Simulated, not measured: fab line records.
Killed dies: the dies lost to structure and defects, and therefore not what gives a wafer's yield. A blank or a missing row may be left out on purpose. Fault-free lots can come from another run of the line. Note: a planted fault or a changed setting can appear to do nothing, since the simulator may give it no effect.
Comparing a struck lot with a sound one | flow n5_finfet | 39 out of 1938 route steps
Sound: these wafers, L157.1, L157.2, L157.4. Struck: wafer L155.5. (L155.4, L155.6 of the same lot were not struck and are left out.) The cause comes at the end.
For every step that has rows: the tool of each side, followed by ch and its chambers, followed by its first start. Under that, the readings that differ: sound wafers | struck wafers | difference of the means | sigmas: that difference in standard deviations of wafers without a fault.
alike: readings whose means differ by less than 2 such deviations, and words and numbers that are the same on both sides. not compared: withheld readings, readings that some wafer has no value for, bounds like >300 that may hide the same value, and numbers for which the record gives no deviation and whose values overlap.
Wherever a step has rows on one side only, a row that says differs or no value, or a row with sigmas, the two part there. Numbers that have no deviation but don't overlap get no sigmas and don't part them. Lack of a reading on every wafer of one side parts them only where that side has two or more wafers.

first, 10 steps without rows for these wafers: N5_BEOL_M4_STRIP_36 (strips in N2/H2); N5_BEOL_M4_TRENCH_ETCH_37 (etches SiOC in C4F6/O2, target depth 55.555 nm, time 29.2 s); N5_BEOL_M4_ETCH_41 (etches SiCN in CH3F/O2, target depth 29.9 nm, time 52.5 s); N5_BEOL_M4_STRIP_97 (strips in N2/H2, time 10 s); N5_BEOL_M4_HM_STRIP_39 (strips TiN in peroxide tin strip, target depth 25 nm, time 158 s); N5_BEOL_M4_SRD_40 (time 30 s); N5_BEOL_M4_PRECLEAN_42 (cleans in residue remover, time 60 s); N5_BEOL_M4_SRD_43 (time 30 s); N5_BEOL_M4_DEGAS_44 (time 60 s); N5_BEOL_M4_PRE_CLEAN_45 (time 30 s).
N5_BEOL_M4_ALD_84: deposits TaN, pulse time 2 s, purge time 3 s, co reactant purge time 2 s.
  sound on ald_metal-02 ch 0,1,3, day 13 10:55; struck on ald_metal-03 ch 0, day 14 04:11
  alike: heater_power_w
then, 26 steps without rows for these wafers: N5_BEOL_M4_SURFACE_TREAT_85; N5_BEOL_M4_CVD_47 (deposits Co from CCTBA/H2, target thk 3 nm, time 223.8 s); N5_BEOL_M4_SPUTTER_48 (material Cu, target thk 4.5 nm, time 8.29 s); N5_BEOL_M4_ANNEAL_49 (time 240 s); N5_BEOL_M4_SPUTTER_79 (material Cu, target thk 4.5 nm, time 8.29 s); N5_BEOL_M4_ANNEAL_80 (time 240 s); N5_BEOL_M4_SPUTTER_81 (material Cu, target thk 4.5 nm, time 8.29 s); N5_BEOL_M4_ANNEAL_82 (time 240 s); N5_BEOL_M4_SPUTTER_86 (material Cu, target thk 4.5 nm, time 8.29 s); N5_BEOL_M4_ANNEAL_87 (time 240 s); N5_BEOL_M4_SPUTTER_88 (material Cu, target thk 4.5 nm, time 8.29 s); N5_BEOL_M4_ANNEAL_89 (time 240 s); N5_BEOL_M4_SPUTTER_90 (material Cu, target thk 4.5 nm, time 8.29 s); N5_BEOL_M4_ANNEAL_91 (time 240 s); N5_BEOL_M4_SPUTTER_92 (material Cu, target thk 4.5 nm, time 8.29 s); N5_BEOL_M4_ANNEAL_93 (time 240 s); N5_BEOL_M4_SPUTTER_94 (material Cu, target thk 4.5 nm, time 8.29 s); N5_BEOL_M4_ANNEAL_95 (time 240 s); N5_BEOL_M4_SPUTTER_96 (material Cu, target thk 4.5 nm, time 8.29 s); N5_BEOL_M4_ECD_50 (material Cu, target thk 300 nm); N5_BEOL_M4_ANNEAL_51 (time 90 s); N5_BEOL_M4_CMP_52 (polishes, stops on SiOC, t overpolish 6.8 s, target thk 40 nm); N5_BEOL_M4_PRE_CLEAN_60 (time 15 s); N5_BEOL_M4_CO_CAP_55 (material Co, precursor CCTBA/H2, target thk 2 nm, time 102.1 s); N5_BEOL_M4_PRE_CLEAN_56 (time 15 s); N5_BEOL_M4_DEP_57 (deposits SiCN from 3MS/NH3, target thk 8 nm, time 14 s).
N5_BEOL_M4_RC_MEAS_101:
  sound on prober-01 ch 0, day 13 14:22; struck on prober-02 ch 0, day 14 08:31
  reading                | sound                   | struck   | difference | sigmas
  COMB_M4_max_site (S/m) | 7.4e-11 7.4e-11 5.4e-11 | 1.78e-10 | +1.11e-10  | +7
  alike: DIBL_N, DIBL_P, IOFF_N, IOFF_P, ION_N, ION_P, SS_N, SS_P, VT_N, VT_P
-- the record jumps here: 5 days lie between the struck wafers' starts before and after (it left off in module BEOL_M4 and takes up again in module PASSIVATION, whose first step shown is number 1936 of the route) --
N5_PASSIVATION_PROBE_49:
  record: rows for the struck wafers here (prober-01, day 19 10:28), none for the sound ones

== WHERE THEY PART ==
Last at N5_PASSIVATION_PROBE_49 as far as this record goes, first at N5_BEOL_M4_RC_MEAS_101.

WHY: the cause the simulator had injected
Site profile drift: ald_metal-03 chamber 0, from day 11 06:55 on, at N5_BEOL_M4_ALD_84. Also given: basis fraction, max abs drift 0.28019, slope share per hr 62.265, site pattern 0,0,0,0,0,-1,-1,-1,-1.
